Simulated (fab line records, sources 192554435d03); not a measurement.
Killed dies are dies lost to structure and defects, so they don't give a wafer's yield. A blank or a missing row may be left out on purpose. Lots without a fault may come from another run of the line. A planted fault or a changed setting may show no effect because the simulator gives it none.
Split-lot experiment | flow n5_finfet | 7 lots, 21 wafers read, on a route of 1938 steps

THE SPLIT
At N5_GATE_CUT_ETCH_58 (etches SiNx in CH3F/O2, target depth 17 nm, time 128.6 s), the setting source_w was moved away from the recipe's 415 W on 8 of the 21 wafers read, by -16.7% to +17.4%. The other wafers ran this setting at the recipe's value.

The reading is taken at the split's own step.

THE READING
rf_vpp_V, in V, at N5_GATE_CUT_ETCH_58 (etches SiNx in CH3F/O2, target depth 17 nm, time 128.6 s). Fault-free wafers of this fab line usually give 99.3 V, standard deviation 1.1 V.

wafer  | tool, chamber at the split | source_w as run, W | against the recipe | rf_vpp_V, V | against lot-mates on the recipe
L074.1 | rie_diel-03, 2             | 415                | recipe             | 99.1        | -
L074.3 | rie_diel-03, 3             | 415                | recipe             | 96.4        | -
L074.6 | rie_diel-03, 0             | 485.9              | +17.1%             | 93.4        | -4.3
L075.1 | rie_diel-05, 0             | 415                | recipe             | 99.4        | -
L075.2 | rie_diel-05, 1             | 415                | recipe             | 101.8       | -
L075.5 | rie_diel-05, 2             | 415                | recipe             | 99.9        | -
L077.1 | rie_diel-03, 2             | 415                | recipe             | 101.0       | -
L077.3 | rie_diel-03, 0             | 487.2              | +17.4%             | 93.5        | -6.8
L077.6 | rie_diel-03, 0             | 415                | recipe             | 99.5        | -
L083.2 | rie_diel-05, 3             | 415                | recipe             | 99.0        | -
L083.5 | rie_diel-05, 3             | 345.8              | -16.7%             | 105.0       | +6.0
L083.6 | rie_diel-05, 0             | 345.8              | -16.7%             | 105.7       | +6.7
L088.1 | rie_diel-04, 2             | 372.4              | -10.3%             | 102.5       | +3.0
L088.4 | rie_diel-04, 2             | 415                | recipe             | 99.4        | -
L088.5 | rie_diel-04, 1             | 415                | recipe             | 99.6        | -
L090.3 | rie_diel-04, 2             | 415                | recipe             | 99.3        | -
L090.5 | rie_diel-04, 0             | 451.3              | +8.7%              | 95.9        | -3.0
L090.6 | rie_diel-04, 1             | 415                | recipe             | 98.6        | -
L093.1 | rie_diel-04, 2             | 435.8              | +5.0%              | 97.3        | -0.6
L093.4 | rie_diel-04, 1             | 435.8              | +5.0%              | 97.1        | -0.8
L093.5 | rie_diel-04, 2             | 415                | recipe             | 97.9        | -

THE FIT
A straight line over all 21 wafers: rf_vpp_V changes by -0.352 V for each +1% of source_w; r = -0.94; the points scatter about the line by 1.1 V.
The same after taking each lot's own level away (the mean of its wafers on the recipe; 21 wafers): -0.34 V for each +1%; r = -0.96; scatter 0.86 V.
On that fit, the largest move of source_w shifts the reading by 5.9 V.
The lots' own levels span 97.75 to 100.37 V, that is 2.4 times the standard deviation above.
So the lot-to-lot level changes the slope little: the two slopes agree.
Check: with one of the wafers moved furthest among these (+17.4%) left out of the fit, the line predicts -5.4 V for it against its lot-mates. It came out at -6.75 V against them.
Tool readings at the split's step, against how far the setting was moved: rf_vpp_V r = -0.94.

OTHER SPLITS ON THESE WAFERS
These wafers also went through other splits before the reading. Each is held against what the fit with the lots' levels taken away leaves over:
other split on the same wafers   | wafers away from the commonest value | r with rf_vpp_V (lot level and that fit taken away)
N5_HKMG_FIN_HK_ALD_01 ald_cycles | 7                                    | -0.30

THE FILE'S OWN FIT
rf_vpp_V changes by -0.331 V for each +1% of source_w, r = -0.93.
